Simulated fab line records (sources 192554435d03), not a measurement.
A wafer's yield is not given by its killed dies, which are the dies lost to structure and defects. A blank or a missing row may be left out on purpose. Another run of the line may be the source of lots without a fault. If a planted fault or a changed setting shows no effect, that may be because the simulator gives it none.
fab line records	flow n5_finfet
[record] lots = 5	wafers = 13	last_day = 16
route steps=1938 shown SD_EPI_P@308 SD_ACTIVATION@330 ILD0@335 SDB@347 BEOL_M4@1111 PASSIVATION@1936
lots untouched by any fault: they come from a run of this same line in which no faults occurred
start_h: hours from the record's first day to the start of the lot's first wafer shown	wait_h: hours elapsed since this lot's preceding step	" identical to the entry in the row above	L1.1+2: a row that stands for several wafers	- either no value or no given start	* or withheld: withheld	< > ~ a bound
route shown NAME@n: NAME is a module with steps in the file, n the number in the route of the first one	usual: mean/standard deviation taken from wafers without a fault	same: alike in all rows	chamber/n: place in a boat	sites: each site's reading	_std_site: standard deviation across them	_edge_site: inner sites' mean taken away from outer sites' mean	radius_mm: how far each site lies from the wafer's centre	mask NAME#n: copy n	behind: tool/chamber where the wafer was last shaped	hold: why the lot was held/for how many hours/how that ended	device: which transistor (n, p or np) failed to switch	end of line: the tests these same wafers got at the end of their route	a step without rows: its recipe alone	killed: at the first sort, the dies lost to defects and structure; wafer yield is something else	map: shows each die of a wafer: x if killed, . if not, _ if none is there
set.NAME: the setting as run; set.NAME@STEP: as run at that earlier step	model.NAME: the simulator's own value behind a step, which no gauge read
a table for each step, a row for each wafer; lots at some steps of the route
[[steps]]
[step N5_SD_EPI_P_ETCH_37]
[recipe] chemistry = N2/H2	target = SOC	overetch_a = 1080	mask_material = SiARC	temp_c = 40	ion_energy_ev = 100	source_w = 3000	bias_w = 133	pressure_mtorr = 20	time_s = 486	n2_flow_sccm = 200	h2_flow_sccm = 200	ends = end_point
[step N5_SD_EPI_P_STRIP_38]
[recipe] chemistry = N2/H2	temp_c = 40	n2_flow_sccm = 200	h2_flow_sccm = 200	rf_frequency_hz = 6e+07
[step N5_SD_EPI_P_ETCHBACK_46]
[recipe] chemistry = CH3F/O2	mode = anisotropic_etchback	target = SiNx	target_depth_a = 175	stop_on = SiO2	over_etch_frac = 0.3	ion_energy_ev = 120	pressure_mtorr = 30	source_w = 395	bias_w = 73	Ar_flow_sccm = 150	CH3F_flow_sccm = 30	O2_flow_sccm = 20
[step N5_SD_EPI_P_ETCH_47]
[recipe] chemistry = CH3F/O2	target = SiOCN	target_depth_a = 250	mask_material = SOC	ion_energy_ev = 60	bias_w = 29	pressure_mtorr = 30	source_w = 410	Ar_flow_sccm = 150	CH3F_flow_sccm = 30	O2_flow_sccm = 20
[step N5_SD_EPI_P_ETCH_16]
[recipe] chemistry = CHF3/O2	target = SiO2	target_depth_a = 50	mask_material = SOC	pressure_mtorr = 30	source_w = 650	bias_w = 170	Ar_flow_sccm = 200	CHF3_flow_sccm = 50	O2_flow_sccm = 5	ion_energy_ev = 200
[step N5_SD_EPI_P_STRIP_50]
[recipe] chemistry = CHF3/O2	resist = SiARC	rf_frequency_hz = 6e+07
[step N5_SD_EPI_P_SD_RECESS_17]
[recipe] chemistry = HBr/Cl2/O2	target_depth_a = 391	bt_time_s = 3	pressure_mtorr = 10	icp_w = 800	bias_w = 112	HBr_flow_sccm = 150	Cl2_flow_sccm = 80	O2_flow_sccm = 12
[step N5_SD_EPI_P_WET_ETCH_45]
[recipe] chemistry = dHF	dilution = withheld	time_s = 10.7	target = SiO2	target_depth_a = 20	temp_c = 25	dry = ipa_marangoni	rinse_time_s = 30	rinse_temp_c = 23
[step N5_SD_EPI_P_STRIP_40]
[recipe] chemistry = N2/H2	power_w = 1000	temp_c = 250	h2_frac = 0.65	overash_fraction = 0.3	pressure_mtorr = withheld	n2_flow_sccm = 1750	h2_flow_sccm = 3250
[step N5_SD_EPI_P_PRECLEAN_52]
[recipe] chemistry = O3/DIW	time_s = 60	temp_c = 22	o3_ppm = 10
[step N5_SD_EPI_P_SRD_20]
[recipe] dry = ipa_marangoni	do_ppb = 5	time_s = 30	temp_c = 23	rinse_liquid = diw
[step N5_SD_EPI_P_PRECLEAN_51]
[recipe] chemistry = NF3:NH3	afs_cycles = 1	temp_c = 30	time_s = 20	sublimation_temp_c = 180	sublimation_time_s = 60	pressure_torr = 3	rf_power_w = 30
[step N5_SD_EPI_P_VAPOR_ETCH_44]
[recipe] chemistry = NF3/Ar	target = SiGe30	temp_c = 25	time_s = 3.3	mode = isotropic
lot.wafer	tool	chamber	start_h	wait_h
L515.1+3+6	epi_rpcvd-04	0	86.68	0.1
L517.4+5+6	epi_rpcvd-03	0	97.92	0.1
L524.1+2+4	epi_rpcvd-04	0	140.29	0.1
L525.2+3	epi_rpcvd-04	0	146.63	0.1
L527.3+6	epi_rpcvd-04	0	158.90	0.2
[step N5_SD_EPI_P_EPI_21]
[recipe] material = SiGe:B	dopant = B	temp_c = 550	pressure_torr = 20	ambient = H2	time_s = 355
[step N5_SD_EPI_P_HM_STRIP_48]
[recipe] chemistry = H3PO4	temp_c = 160	material = SiNx	target = SiNx	target_depth_a = 30	overetch_fraction = 0.3
[step N5_SD_EPI_P_SRD_49]
[recipe] dry = ipa_marangoni	time_s = 30	temp_c = 23	rinse_liquid = diw
[step N5_SD_EPI_P_PRECLEAN_24]
[recipe] chemistry = O3/DIW	time_s = 45	temp_c = 22	o3_ppm = 10
[step N5_SD_EPI_P_PRECLEAN_32]
[recipe] chemistry = dHF	time_s = 10	dilution = 500:1	temp_c = 25
[step N5_SD_EPI_P_PRECLEAN_33]
[recipe] chemistry = SC2	time_s = 45	temp_c = 35	mix = 1:1:50
[step N5_SD_EPI_P_SRD_25]
[recipe] time_s = 30	temp_c = 23	rinse_liquid = diw	dry = ipa_marangoni
[step N5_SD_ACTIVATION_RTA_00]
[recipe] temp_c = 975	time_s = 0	ambient = N2	idle_temp_c = 600	ramp_up_c_per_s = 150	ramp_down_c_per_s = 60	cool_to_c = 600
[step N5_SD_ACTIVATION_LSA_01]
[recipe] temp_c = 1080	time_s = 0.0008	ambient = N2
[step N5_ILD0_LINER_00]
[recipe] material = SiNx	target_thk_a = 40	temp_c = 400	ald_precursor_family = SiH2I2	ald_co_reactant = N2/H2-plasma	pulse_time_s = 1	purge_time_s = 2	co_reactant_purge_time_s = 2	ald_cycles = 80	pressure_torr = 2
[step N5_ILD0_FCVD_FILL_01]
[recipe] material = SiO2_flowable	target_thk_a = 2000	temp_c = 100	pressure_torr = 0.8	rf_w = 2000	time_s = 328.3
[step N5_ILD0_CURE_02]
[recipe] temp_c = 450	time_s = 1800	ambient = steam	idle_temp_c = 400	ramp_up_c_per_min = 5	ramp_down_c_per_min = 3	densification_p_h2o_torr = 640
[step N5_ILD0_CMP_03]
[recipe] stop_on = SiNx	t_overpolish_s = 1.9	post_cmp_clean = alkaline_brush	down_force_psi = 4.1491	platen_rpm = 51.796	pad_velocity_m_s = 1.0306	target_thk_nm = 197.38
[step N5_ILD0_CMP_07]
[recipe] stop_on = poly-Si	material = SiO2_flowable	t_overpolish_s = 1.18	post_cmp_clean = alkaline_brush	down_force_psi = 4.1491	platen_rpm = 51.796	pad_velocity_m_s = 1.0306	target_thk_nm = 138.88
[step N5_ILD0_PRECLEAN_10]
[recipe] chemistry = NF3:NH3	afs_cycles = 5	time_s = 20	temp_c = 30	sublimation_temp_c = 180	sublimation_time_s = 60	pressure_torr = 3	rf_power_w = 30
[step N5_ILD0_ALD_15]
[recipe] material = SiNx	target_thk_a = 240	temp_c = 400	ald_precursor_family = SiH2I2	ald_co_reactant = N2/H2-plasma	pulse_time_s = 1	ald_cycles = 480	purge_time_s = 2	co_reactant_purge_time_s = 2	pressure_torr = 2
[step N5_ILD0_CMP_12]
[recipe] stop_on = poly-Si	material = SiNx	t_overpolish_s = 6	post_cmp_clean = alkaline_brush	down_force_psi = 2.5	platen_rpm = 51.8	pad_velocity_m_s = 1.0307	target_thk_nm = 17.67
[step N5_SDB_HM_DEP_00]
[recipe] material = SiNx	target_thk_a = 400	temp_c = 400	precursor = SiH4/NH3/N2	pressure_torr = 1.5	rf_w = 300	time_s = 35.3
[step N5_SDB_COAT_03]
[recipe] resist = SOC	temp_c = 250	time_s = 60	spin_rpm = 1500	resist_thk_nm = 100
[step N5_SDB_COAT_04]
[recipe] resist = SiARC	temp_c = 220	time_s = 60	spin_rpm = 1500	resist_thk_nm = 18
[step N5_BEOL_M4_RC_MEAS_101]
[usual] DIBL_N = 35.1/1.5	DIBL_P = 35.2/2	IOFF_N = 0.146/0.028	IOFF_P = 0.20/0.036	IOFF_P_85C = 3.5/0.53	IOFF_P_LIN = 0.097/0.013	ION_N = 670/12	ION_P = 462/8.2	REXT_P = 99.9/2.4	SS_N = 71.2/0.63	SS_P = 73.1/0.7	VT_N = 250/3.6	VT_P = -251/3.3	VT_P_LVT = -99/3.1
lot.wafer	tool	chamber	start_h	wait_h	DIBL_N[mV/V]	DIBL_P[mV/V]	IOFF_N[nA/um]	IOFF_P[nA/um]	IOFF_P_85C[nA/um]	IOFF_P_LIN[nA/um]	ION_N[uA/um]	ION_P[uA/um]	REXT_P[ohm.um]	SS_N[mV/dec]	SS_P[mV/dec]	VT_N[mV]	VT_P[mV]	VT_P_LVT[mV]
L515.1	prober-02	0	194.12	0.0	37.6	38.5	0.199	0.21	3.6	0.093	656	449	97.7	72.6	74.2	251	-252	-99
L515.3	"	0	"	"	36.3	36.9	0.172	0.19	3.3	0.090	674	458	98.2	71.5	73.6	247	-254	-100
L515.6	"	0	"	"	37.0	36.8	0.174	0.18	3.2	0.085	653	445	98.1	72.3	74.1	252	-255	-101
L517.4	prober-02	0	215.60	0.5	37.1	35.6	0.182	0.24	4.2	0.115	668	457	103.1	71.7	73.7	247	-245	-94
L517.5	"	0	"	"	36.9	36.6	0.207	0.27	4.5	0.125	700	478	101.7	71.3	73.9	244	-246	-90
L517.6	"	0	"	"	36.4	36.2	0.184	0.25	4.2	0.118	697	474	101.7	71.8	73.5	242	-244	-92
L525.2	prober-02	0	263.80	0.8	34.0	29.0	0.135	0.10	1.9	0.053	669	422	131.4	70.8	72.3	251	-263	-112
L525.3	"	0	"	"	33.2	33.6	0.129	0.19	3.4	0.095	671	463	99.8	70.3	72.6	251	-250	-98
L524.1	prober-02	0	267.76	0.0	35.2	35.8	0.147	0.18	3.2	0.091	672	464	101.9	71.0	72.5	250	-253	-100
L524.2	"	0	"	"	33.3	27.7	0.116	0.07	1.4	0.040	669	409	136.0	70.2	70.7	255	-269	-118
L524.4	"	0	"	"	33.8	34.2	0.122	0.16	2.9	0.084	667	462	102.8	70.7	72.6	254	-253	-102
L527.3	prober-02	0	272.52	0.3	32.5	32.0	0.099	0.15	2.8	0.079	653	464	100.2	71.1	72.2	257	-256	-104
L527.6	"	0	"	"	32.8	26.3	0.103	0.07	1.4	0.041	659	404	134.2	70.4	71.6	259	-272	-118
[step N5_PASSIVATION_PROBE_49]
[usual] defect_limited_yield = 91.4/1.4	killed_at_M0_to_M3 = 32/10	killed_at_M4_up = 13/5.6	killed_at_contacts = 13/6.6	killed_at_front_end = 39/13	killed_at_other = 3.4/2.8	killed_dies = 101/17	killed_open = 66/13	killed_short = 33/7	sort_bin_5_function = 5.0/0.93	sort_bin_6_memory = 3.2/0.65	sort_bin_8_speed = 0.01/0.16	sort_n_pass = 1078/17	sort_yield_pct = 91.4/1.4
[same] gross_dies = 1180	killed_at_back_side = 0	sort_bin_4_leakage[%] = 0
lot.wafer	tool	chamber	start_h	wait_h	defect_limited_yield[%]	killed_at_M0_to_M3	killed_at_M4_up	killed_at_contacts	killed_at_front_end	killed_at_other	killed_dies	killed_open	killed_short	sort_bin_5_function[%]	sort_bin_6_memory[%]	sort_bin_8_speed[%]	sort_n_pass	sort_yield_pct[%]
L515.1	prober-01	-	305.80	0.0	91.5	18	22	14	39	7	100	65	32	4.4	3.7	0	1080	91.5
L515.3	prober-01	-	305.90	0.1	91.4	26	26	17	28	4	101	70	29	5.3	3.1	0	1079	91.4
L515.6	prober-01	-	306.05	0.3	91.4	24	23	26	27	1	101	69	27	4.4	3.9	0	1079	91.4
L517.4	prober-01	-	335.10	0.2	90.9	27	21	5	45	9	107	72	34	5.3	3.5	0	1073	90.9
L517.5	prober-01	-	335.15	0.2	90.5	51	8	8	41	4	112	65	41	5.5	3.2	0	1068	90.5
L517.6	prober-01	-	335.20	0.3	90.5	54	12	2	42	2	112	76	36	6.0	3.2	0	1068	90.5
L524.1	prober-01	-	365.05	0.0	94.0	27	6	7	27	4	71	51	20	3.3	2.4	0	1109	94.0
L524.2	prober-01	-	365.10	0.1	91.9	42	8	14	27	5	96	60	36	4.9	2.9	91.78	1	0.1
L524.4	prober-01	-	365.20	0.2	92.9	44	7	1	27	5	84	43	41	3.7	3.2	0	1096	92.9
L525.2	prober-01	-	374.58	0.1	92.4	30	15	20	23	2	90	60	25	5.0	2.4	86.78	66	5.6
L525.3	prober-01	-	374.63	0.1	91.9	20	17	17	30	11	95	56	37	4.0	3.6	0	1085	91.9
L527.3	prober-02	-	383.19	0.1	94.2	36	8	9	13	3	69	51	16	3.5	2.1	0	1111	94.2
L527.6	prober-02	-	383.34	0.3	94.4	18	17	5	26	0	66	38	27	3.6	1.9	94.41	0	0
// killed by level:class
L515.1 MOL_CONTACT_COAG:geometric_particle:open=10 FIN_SAQP:geometric_particle:short=8 BEOL_M2:geometric_particle:open=7 BEOL_M4:geometric_particle:open=7 BEOL_M5:geometric_particle:open=7 STI_FIN_REVEAL:geometric_particle:open=6 FIN_SAQP:geometric_particle:open=5 DUMMY_GATE:geometric_particle:open=5
L515.3 BEOL_M4:geometric_particle:open=11 MOL_CONTACT_COAG:geometric_particle:open=10 FIN_SAQP:geometric_particle:short=9 BEOL_M2:geometric_particle:open=9 MOL_CONTACT_COAG:geometric_particle:short=7 BEOL_M5:geometric_particle:open=7 FIN_SAQP:geometric_particle:open=5 STI_FIN_REVEAL:geometric_particle:open=4
L515.6 MOL_CONTACT_COAG:geometric_particle:open=22 BEOL_M0_SAQP:geometric_particle:short=7 FIN_SAQP:geometric_particle:open=6 DUMMY_GATE:geometric_particle:open=6 BEOL_M4:geometric_particle:open=6 STI_FIN_REVEAL:geometric_particle:open=4 MOL_CONTACT_COAG:geometric_particle:short=4 BEOL_M0_SAQP:geometric_particle:open=4
L517.4 BEOL_M4:geometric_particle:open=13 FIN_SAQP:geometric_particle:open=12 BEOL_M2:geometric_particle:open=9 DUMMY_GATE:geometric_particle:open=8 BEOL_M0_SAQP:geometric_particle:open=7 DUMMY_GATE:geometric_particle:short=5 GATE_CUT:geometric_particle:open=5 FIN_SAQP:geometric_particle:short=3
L517.5 BEOL_M2:geometric_particle:open=11 BEOL_M3:geometric_particle:open=11 BEOL_M0_SAQP:geometric_particle:short=10 BEOL_M0_SAQP:geometric_particle:open=10 GATE_CUT:geometric_particle:short=9 MOL_CONTACT_COAG:geometric_particle:open=7 FIN_SAQP:geometric_particle:short=6 DUMMY_GATE:geometric_particle:open=6
L517.6 FIN_SAQP:geometric_particle:open=18 BEOL_M2:geometric_particle:open=17 BEOL_M0_SAQP:geometric_particle:short=10 BEOL_M3:geometric_particle:open=10 FIN_SAQP:geometric_particle:short=7 BEOL_M0_SAQP:geometric_particle:open=7 BEOL_M3:geometric_particle:short=6 BEOL_M5:geometric_particle:open=5
L524.1 BEOL_M0_SAQP:geometric_particle:open=10 BEOL_M2:geometric_particle:open=6 STI_FIN_REVEAL:geometric_particle:open=5 BEOL_M0_SAQP:geometric_particle:short=5 MOL_CONTACT_COAG:geometric_particle:open=4 STARTING-WAFER:geometric_particle:open=4 DUMMY_GATE:geometric_particle:open=3 GATE_CUT:geometric_particle:open=3
L524.2 BEOL_M0_SAQP:geometric_particle:short=13 MOL_CONTACT_COAG:geometric_particle:open=12 FIN_SAQP:geometric_particle:open=10 BEOL_M0_SAQP:geometric_particle:open=9 BEOL_M2:geometric_particle:open=7 FIN_SAQP:geometric_particle:short=6 BEOL_M2:geometric_particle:short=5 BEOL_M3:geometric_particle:open=4
L524.4 BEOL_M0_SAQP:geometric_particle:short=15 BEOL_M0_SAQP:geometric_particle:open=10 FIN_SAQP:geometric_particle:short=9 BEOL_M2:geometric_particle:open=9 BEOL_M2:geometric_particle:short=6 BEOL_M4:geometric_particle:open=6 FIN_SAQP:geometric_particle:open=5 GATE_CUT:geometric_particle:short=5
L525.2 MOL_CONTACT_COAG:geometric_particle:open=17 STI_FIN_REVEAL:geometric_particle:open=10 BEOL_M3:geometric_particle:open=6 BEOL_M4:geometric_particle:open=6 BEOL_M0_SAQP:geometric_particle:short=5 BEOL_M2:geometric_particle:open=5 DUMMY_GATE:geometric_particle:open=4 BEOL_M0_SAQP:geometric_particle:open=4
L525.3 MOL_CONTACT_COAG:geometric_particle:open=12 GATE_CUT:geometric_particle:short=6 BEOL_M4:geometric_particle:open=6 MOL_CONTACT_COAG:geometric_particle:short=5 BEOL_M0_SAQP:geometric_particle:short=5 BEOL_M3:geometric_particle:open=5 GATE_CUT:geometric_particle:open=4 FIN_SAQP:geometric_particle:short=3
L527.3 BEOL_M0_SAQP:geometric_particle:open=12 MOL_CONTACT_COAG:geometric_particle:open=6 BEOL_M0_SAQP:geometric_particle:short=6 BEOL_M1:geometric_particle:open=6 BEOL_M3:geometric_particle:open=5 GATE_CUT:geometric_particle:open=4 DUMMY_GATE:geometric_particle:open=3 MOL_CONTACT_COAG:geometric_particle:short=3
L527.6 BEOL_M4:geometric_particle:short=6 MOL_CONTACT_COAG:geometric_particle:open=5 BEOL_M4:geometric_particle:open=5 GATE_CUT:geometric_particle:short=4 BEOL_M0_SAQP:geometric_particle:open=4 BEOL_M1:geometric_particle:open=4 STARTING-WAFER:geometric_particle:open=4 FIN_SAQP:geometric_particle:open=3
// map L524.2 (x killed, . not)
_________________...x........________________
______________.......xx........._____________
___________...x..................xx__________
__________.........................._________
________........x.........x..........x_______
_______.....x.......x..................______
______.......x................x........._____
_____..xx.............x..................____
____.x...x...xx........x..................___
___............x..........................x__
___......x...................xx..x.........__
__.x....xx...x..................x........x.._
__....................x..x..........x......._
_...x..x........................x.....x......
_.............................x..............
_.......................x.....xx.............
_..........x..............x.........x........
_............x...........x........xx....x....
_....x..............x...x....................
_.........x..........x.......................
_.....x...........x.................x........
__..............................x.x........._
__x.............x.........x....x.........x.._
___.x........x...........x...x.x.x.....x...__
___x..x............................x.......__
____......................................___
_____x....xx...x....................x....____
______.x..............................x._____
_______..........x...................x.______
________..x...x....x.....x.....x......_______
__________...............x......x.xx_________
___________........................__________
______________.................._____________
_________________.........x..________________
// map L525.3 (x killed, . not)
_________________x...........________________
______________.................._____________
___________.....xx..x..........x..x__________
__________......x.x.xx......x......x_________
________..................x....x......_______
_______................................______
______...............x.................._____
_____.x................x..xx.............____
____........x.............x...x...........___
___...........x..................x.........__
___............x....x.................x....__
__x.x....x...............................x.x_
__...................x...............x......_
_..............x.............................
_x...................x......x................
_......x..x.............x....................
_......................x..x.........xx..x....
_...................x...x..............x.....
_.....x..................xx..................
_......x.....................x...x..........x
_..................x.x.......................
__x.......x......................x.x..x....._
__........................xx..............x._
___............x..x..x.x.........x.........__
___...x.............xx..x...............x..__
____.x..x.....x.....x.....................___
_____..............xx.........x..........____
______.................................._____
_______.......................x......x.______
________.....................x.......x_______
__________........x.............x.x._________
___________......x.............x..x__________
______________....x............._____________
_________________..x.........________________
[[key]]
[first_sign] step = N5_BEOL_M4_RC_MEAS_101	reading = REXT_P	direction = up	sigmas = 14	usual = 99.9	struck = 133.9
[effect] step = N5_BEOL_M4_RC_MEAS_101	reading = ION_P	direction = down	sigmas = 6.2	usual = 462	struck = 411
[effect] step = N5_BEOL_M4_RC_MEAS_101	reading = VT_P_LVT	direction = down	sigmas = 5.5	usual = -99	struck = -116
[effect] step = N5_BEOL_M4_RC_MEAS_101	reading = VT_P	direction = down	sigmas = 5.2	usual = -251	struck = -268
[effect] step = N5_BEOL_M4_RC_MEAS_101	reading = IOFF_P_LIN	direction = down	sigmas = 3.9	usual = 0.097	struck = 0.045
[effect] step = N5_BEOL_M4_RC_MEAS_101	reading = DIBL_P	direction = down	sigmas = 3.8	usual = 35.2	struck = 27.7
[effect] step = N5_BEOL_M4_RC_MEAS_101	reading = IOFF_P_85C	direction = down	sigmas = 3.6	usual = 3.5	struck = 1.6
[effect] step = N5_BEOL_M4_RC_MEAS_101	reading = IOFF_P	direction = down	sigmas = 3.5	usual = 0.20	struck = 0.08
[effect] step = N5_BEOL_M4_RC_MEAS_101	reading = SS_P	direction = down	sigmas = 2.2	usual = 73.1	struck = 71.5
[effect] step = N5_PASSIVATION_PROBE_49	reading = sort_bin_8_speed	direction = up	sigmas = 99+	usual = 0.01	struck = 90.99
met_at N5_SD_EPI_P_VAPOR_ETCH_44
struck_wafers L524.2,L525.2,L527.6
onset_between 86.68 140.29
[fault] kind = process_parameter_drift	tool = epi_rpcvd-04	chamber = -	onset_h = 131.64	steps = N5_SD_EPI_P_VAPOR_ETCH_44	channel = time_s	offset = *	shape = step	end_h = 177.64	scope = struck_wafers_only	acts_in = *	stated = *
